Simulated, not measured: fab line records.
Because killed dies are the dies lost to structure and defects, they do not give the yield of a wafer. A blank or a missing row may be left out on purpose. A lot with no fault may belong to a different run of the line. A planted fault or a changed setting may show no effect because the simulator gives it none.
Split-lot trial ; flow n5Finfet ; 21 wafers read from 7 lots, route of 1938 steps

== THE SPLIT ITSELF ==
At N5_BEOL_M0_TRENCH_ETCH_107 (etches SiOC in C4F6/O2, target depth 32.8 nm, time 16.4 s), the setting targetDepthA was moved away from the recipe's 328 angstrom on 5 of the 21 wafers read, by -9.6% to +10.2%. For the rest of the wafers, this setting stayed at what the recipe calls for.

== THE PATH FROM SPLIT TO READING: the file shows 1 step between them ==
- N5_BEOL_M0_STRIP_142: strips in N2/H2, time 10 s

== THE READING ==
trenchDepthNm, in nm, at N5_BEOL_M0_OCD_MEAS_108. Fault-free wafers of this fab line usually give 32.4 nm, standard deviation 0.64 nm.

wafer;tool, chamber at the split;targetDepthA as run, angstrom;against the recipe;trenchDepthNm, nm;against lot-mates on the recipe
L077.1;rieDiel-03, 3;328;recipe;32.2;-
L077.3;rieDiel-03, 0;339.8;+3.6%;34.4;+2.3
L077.5;rieDiel-03, 1;328;recipe;32.0;-
L079.1;rieDiel-03, 3;361.4;+10.2%;35.2;+3.6
L079.2;rieDiel-03, 0;361.4;+10.2%;36.3;+4.7
L079.4;rieDiel-03, 1;328;recipe;31.6;-
L083.4;rieDiel-03, 0;328;recipe;33.2;-
L083.5;rieDiel-03, 2;328;recipe;32.7;-
L083.6;rieDiel-03, 1;328;recipe;31.8;-
L084.2;rieDiel-03, 3;328;recipe;32.0;-
L084.3;rieDiel-03, 1;328;recipe;31.3;-
L084.5;rieDiel-03, 0;328;recipe;33.3;-
L086.2;rieDiel-04, 2;328;recipe;32.4;-
L086.4;rieDiel-04, 0;296.6;-9.6%;28.5;-3.8
L086.5;rieDiel-04, 3;328;recipe;32.1;-
L087.1;rieDiel-04, 3;345;+5.2%;34.5;+2.4
L087.3;rieDiel-04, 0;328;recipe;32.0;-
L087.6;rieDiel-04, 2;328;recipe;32.3;-
L094.1;rieDiel-04, 1;328;recipe;32.0;-
L094.2;rieDiel-04, 2;328;recipe;33.2;-
L094.6;rieDiel-04, 3;328;recipe;33.1;-

THE FIT
A straight line over all 21 wafers: trenchDepthNm changes by +0.369 nm for each +1% of targetDepthA; r = +0.93; the points scatter about the line by 0.61 nm.
The same after taking each lot's own level away (the mean of its wafers on the recipe; 21 wafers): +0.413 nm for each +1%; r = +0.95; scatter 0.53 nm.
On that fit, the largest move of targetDepthA shifts the reading by 4.2 nm.
The lots' own levels span 31.60 to 32.77 nm, that is 1.8 times the standard deviation above.
So the lot-to-lot level changes the slope: the two fits differ.
Check: +4.56 nm against its lot-mates is what the line predicts for one of the wafers moved furthest among these (+10.2%) when that wafer is left out of the fit. It came out at +3.6 nm against them.

== THE WHOLE CHAIN: every reading that the file lists as answering this split, in the file's order ==
step;what it does;reading;change (the file's fit);r (the file's)
N5_BEOL_M0_TRENCH_ETCH_107;etches SiOC in C4F6/O2, target depth 32.8 nm, time 16.4 s;BEOL_M0.featureDepthNm (the simulator's own value, which no gauge read);+0.421 nm for each +1% of the setting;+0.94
N5_BEOL_M0_OCD_MEAS_108;;trenchDepthNm;+0.42 nm for each +1% of the setting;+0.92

== FILE'S OWN FIT ==
trenchDepthNm changes by +0.42 nm for each +1% of targetDepthA, r = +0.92.
